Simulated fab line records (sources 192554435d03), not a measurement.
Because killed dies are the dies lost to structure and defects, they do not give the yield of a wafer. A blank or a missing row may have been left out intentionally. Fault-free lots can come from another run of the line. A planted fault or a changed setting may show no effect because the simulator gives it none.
Which tool was responsible? :: flow n5 finfet :: Sampling: 9 lots, 27 wafers, 3 of 1938 route steps

== WHAT THE GAUGES READ, wafer by wafer ==
N5_BEOL_M4_RC_MEAS_101. Usual: DIBL_N 36.3 mV/V, standard deviation 1.8; DIBL_P 36.5 mV/V, standard deviation 2.1; IOFF_N 0.16 nA/um, standard deviation 0.031; IOFF_P 0.22 nA/um, standard deviation 0.038; ION_N 677 uA/um, standard deviation 12; ION_P 466 uA/um, standard deviation 7.8; SS_N 71.5 mV/dec, standard deviation 0.61; SS_P 73.2 mV/dec, standard deviation 0.7; VT_N 249 mV, standard deviation 3; VT_P -248.9 mV, standard deviation 3.
lot: L128
measured: day 9 08:14
on: prober-02
DIBL_N (mV/V): 38.2 36.2 39.2
DIBL_P (mV/V): 38.6 36.3 38.9
IOFF_N (nA/um): 0.20 0.17 0.22
IOFF_P (nA/um): 0.24 0.20 0.27
ION_N (uA/um): 693 688 691
ION_P (uA/um): 464 462 466
SS_N (mV/dec): 72.0 71.4 72.4
SS_P (mV/dec): 73.6 72.0 73.8
VT_N (mV): 247 250 244
VT_P (mV): -246.9 -250.2 -246.2
flag: 

lot: L133
measured: day 10 01:01
on: prober-02
DIBL_N (mV/V): 35.5 34.6 39.3
DIBL_P (mV/V): 37.0 35.8 42.0
IOFF_N (nA/um): 0.17 0.15 0.28
IOFF_P (nA/um): 0.27 0.24 0.38
ION_N (uA/um): 689 687 708
ION_P (uA/um): 478 480 488
SS_N (mV/dec): 71.1 71.0 72.2
SS_P (mV/dec): 73.5 72.2 73.6
VT_N (mV): 246 249 238
VT_P (mV): -243.1 -246.4 -240.6
flag: 

lot: L132
measured: day 10 13:41
on: prober-01
DIBL_N (mV/V): 35.2 39.7 40.4
DIBL_P (mV/V): 34.4 39.6 41.0
IOFF_N (nA/um): 0.14 0.22 0.24
IOFF_P (nA/um): 0.19 0.26 0.30
ION_N (uA/um): 678 673 703
ION_P (uA/um): 469 460 474
SS_N (mV/dec): 71.7 72.0 71.7
SS_P (mV/dec): 72.3 74.2 74.4
VT_N (mV): 249 247 242
VT_P (mV): -249.9 -245.4 -245.9
flag: 

lot: L131
measured: day 10 15:43
on: prober-01
DIBL_N (mV/V): 38.0 38.9 37.6
DIBL_P (mV/V): 38.8 39.3 37.4
IOFF_N (nA/um): 0.20 0.21 0.17
IOFF_P (nA/um): 0.24 0.25 0.22
ION_N (uA/um): 697 705 679
ION_P (uA/um): 470 468 458
SS_N (mV/dec): 72.1 71.5 71.4
SS_P (mV/dec): 74.1 74.0 74.1
VT_N (mV): 246 246 249
VT_P (mV): -249.7 -250.0 -252.2
flag: 

lot: L136
measured: day 10 20:47
on: prober-01
DIBL_N (mV/V): 39.5 37.6 40.1
DIBL_P (mV/V): 38.0 36.5 38.6
IOFF_N (nA/um): 0.17 0.16 0.18
IOFF_P (nA/um): 0.22 0.22 0.23
ION_N (uA/um): 673 673 686
ION_P (uA/um): 458 468 466
SS_N (mV/dec): 72.5 71.8 72.8
SS_P (mV/dec): 74.0 72.9 74.0
VT_N (mV): 249 250 250
VT_P (mV): -249.8 -250.6 -247.5
flag: 

lot: L139
measured: day 11 23:54
on: prober-01
DIBL_N (mV/V): 37.1 38.7 38.9
DIBL_P (mV/V): 35.6 37.7 38.3
IOFF_N (nA/um): 0.15 0.19 0.18
IOFF_P (nA/um): 0.21 0.25 0.27
ION_N (uA/um): 672 687 679
ION_P (uA/um): 465 471 467
SS_N (mV/dec): 72.3 72.5 72.9
SS_P (mV/dec): 73.7 73.8 73.5
VT_N (mV): 253 250 250
VT_P (mV): -248.6 -247.8 -247.4
flag: 

lot: L140
measured: day 12 03:03
on: prober-02
DIBL_N (mV/V): 36.2 35.5 39.4
DIBL_P (mV/V): 36.2 36.1 40.5
IOFF_N (nA/um): 0.15 0.15 0.21
IOFF_P (nA/um): 0.23 0.22 0.32
ION_N (uA/um): 666 679 687
ION_P (uA/um): 464 474 479
SS_N (mV/dec): 71.3 71.7 71.9
SS_P (mV/dec): 73.1 73.5 73.8
VT_N (mV): 252 247 244
VT_P (mV): -248.3 -250.4 -243.2
flag: 

lot: L144
measured: day 12 17:35
on: prober-02
DIBL_N (mV/V): 34.9 37.3 34.2
DIBL_P (mV/V): 35.1 38.4 34.0
IOFF_N (nA/um): 0.15 0.20 0.14
IOFF_P (nA/um): 0.21 0.25 0.18
ION_N (uA/um): 681 686 664
ION_P (uA/um): 469 470 462
SS_N (mV/dec): 71.1 71.6 71.3
SS_P (mV/dec): 72.8 73.8 72.1
VT_N (mV): 247 247 251
VT_P (mV): -249.8 -248.2 -254.4
flag: 

lot: L146
measured: day 13 12:35
on: prober-02
DIBL_N (mV/V): 33.1 34.5 35.5
DIBL_P (mV/V): 33.0 34.4 35.7
IOFF_N (nA/um): 0.12 0.14 0.16
IOFF_P (nA/um): 0.19 0.21 0.23
ION_N (uA/um): 661 685 669
ION_P (uA/um): 466 470 469
SS_N (mV/dec): 70.7 70.8 70.9
SS_P (mV/dec): 71.9 73.4 72.7
VT_N (mV): 255 251 248
VT_P (mV): -247.7 -247.6 -248.0
flag: 

N5_BEOL_M9_INSPECT_30: inspects for defects (brightfield). Usual: raw defect count at 385, with a standard deviation of 98.
lot: L128
measured: day 11 09:01
on: defect inspect-01
raw defect count: 451 356 376
flag: 

lot: L133
measured: day 11 19:31
on: defect inspect-01
raw defect count: 689 390 527
flag: 

lot: L132
measured: day 12 11:59
on: defect inspect-01
raw defect count: 320 375 350
flag: 

lot: L131
measured: day 12 12:11
on: defect inspect-01
raw defect count: 382 384 345
flag: 

lot: L136
measured: day 12 15:24
on: defect inspect-01
raw defect count: 375 374 500
flag: 

lot: L139
measured: day 13 23:00
on: defect inspect-01
raw defect count: 509 595 595
flag: 

lot: L140
measured: day 14 03:09
on: defect inspect-01
raw defect count: 323 405 258
flag: 

lot: L144
measured: day 14 18:49
on: defect inspect-01
raw defect count: 332 404 340
flag: 

lot: L146
measured: day 15 09:30
on: defect inspect-01
raw defect count: 211 429 346
flag: 

== WHICH TOOL RAN EACH LOT (tool, then ch and the chambers of the sampled wafers, then the start) ==
lot: L128
N5_BEOL_M9_HM_OPEN_17: rie metal-01 ch 0,1, day 11 05:01

lot: L133
N5_BEOL_M9_HM_OPEN_17: rie metal-03 ch 0,1, day 11 17:34

lot: L132
N5_BEOL_M9_HM_OPEN_17: rie metal-03 ch 0,1, day 12 08:13

lot: L131
N5_BEOL_M9_HM_OPEN_17: rie metal-03 ch 0,1, day 12 08:56

lot: L136
N5_BEOL_M9_HM_OPEN_17: rie metal-03 ch 0,1, day 12 13:28

lot: L139
N5_BEOL_M9_HM_OPEN_17: rie metal-03 ch 0,1, day 13 19:09

lot: L140
N5_BEOL_M9_HM_OPEN_17: rie metal-03 ch 0,1, day 14 00:35

lot: L144
N5_BEOL_M9_HM_OPEN_17: rie metal-03 ch 0,1, day 14 14:12

lot: L146
N5_BEOL_M9_HM_OPEN_17: rie metal-01 ch 0,1, day 15 07:56
- N5_BEOL_M9_HM_OPEN_17: chemistry Cl2/BCl3, target TiN, target depth 20 nm, overetch 6 nm.

== AS READ BY THE TOOLS THEMSELVES (means over the sampled wafers that have a number; for cases with no such wafer, the mark the record gives instead) ==
N5_BEOL_M9_HM_OPEN_17. Usual: drypump motor current A 5.6 A, standard deviation 0.46; mfc cl2 sccm 53.24 sccm, standard deviation 0.15; oes product au 0.66 a.u., standard deviation 0.068; rf fwd power W 994 W, standard deviation 3.7; throttle valve pct 22.09 %, standard deviation 0.19.
lot: L128
tool: rie metal-01
drypump motor current A (A): 5.9
mfc cl2 sccm (sccm): 53.23
oes product au (a.u.): 0.60
rf fwd power W (W): 995
throttle valve pct (%): 21.89
flag: 

lot: L133
tool: rie metal-03
drypump motor current A (A): 5.6
mfc cl2 sccm (sccm): 53.19
oes product au (a.u.): 0.66
rf fwd power W (W): 996
throttle valve pct (%): 22.19
flag: 

lot: L132
tool: rie metal-03
drypump motor current A (A): 5.6
mfc cl2 sccm (sccm): 53.12
oes product au (a.u.): 0.64
rf fwd power W (W): 994
throttle valve pct (%): 22.19
flag: 

lot: L131
tool: rie metal-03
drypump motor current A (A): 5.3
mfc cl2 sccm (sccm): 53.28
oes product au (a.u.): 0.69
rf fwd power W (W): 995
throttle valve pct (%): 22.23
flag: 

lot: L136
tool: rie metal-03
drypump motor current A (A): 5.3
mfc cl2 sccm (sccm): 53.19
oes product au (a.u.): 0.69
rf fwd power W (W): 993
throttle valve pct (%): 22.22
flag: 

lot: L139
tool: rie metal-03
drypump motor current A (A): 5.6
mfc cl2 sccm (sccm): 53.36
oes product au (a.u.): 0.63
rf fwd power W (W): 993
throttle valve pct (%): 22.21
flag: 

lot: L140
tool: rie metal-03
drypump motor current A (A): 5.3
mfc cl2 sccm (sccm): 53.37
oes product au (a.u.): 0.69
rf fwd power W (W): 996
throttle valve pct (%): 22.21
flag: 

lot: L144
tool: rie metal-03
drypump motor current A (A): 5.6
mfc cl2 sccm (sccm): 53.17
oes product au (a.u.): 0.64
rf fwd power W (W): 993
throttle valve pct (%): 22.20
flag: 

lot: L146
tool: rie metal-01
drypump motor current A (A): 5.9
mfc cl2 sccm (sccm): 53.18
oes product au (a.u.): 0.62
rf fwd power W (W): 992
throttle valve pct (%): 21.78
flag: 

== THE ANSWER, worked out from the rows above alone ==
Rule: a lot counts as off when the mean over its wafers that have a number is more than 3 standard deviations away from the usual mean. A lot without any number at a reading at which 4 lots or more have one is off too. Any other lot the step has rows for is counted as sound. The gauges are gone through in route order, then the tools' own readings, and for those a lot's mean is taken as printed above. The first step at which some lot is off is used, and at that step the reading that is off furthest; a lot without a number counts as furthest.
Across all readings shown, no lot is off: no conclusion can be drawn from this.

== WHAT WAS PUT IN BY THE SIMULATOR ==
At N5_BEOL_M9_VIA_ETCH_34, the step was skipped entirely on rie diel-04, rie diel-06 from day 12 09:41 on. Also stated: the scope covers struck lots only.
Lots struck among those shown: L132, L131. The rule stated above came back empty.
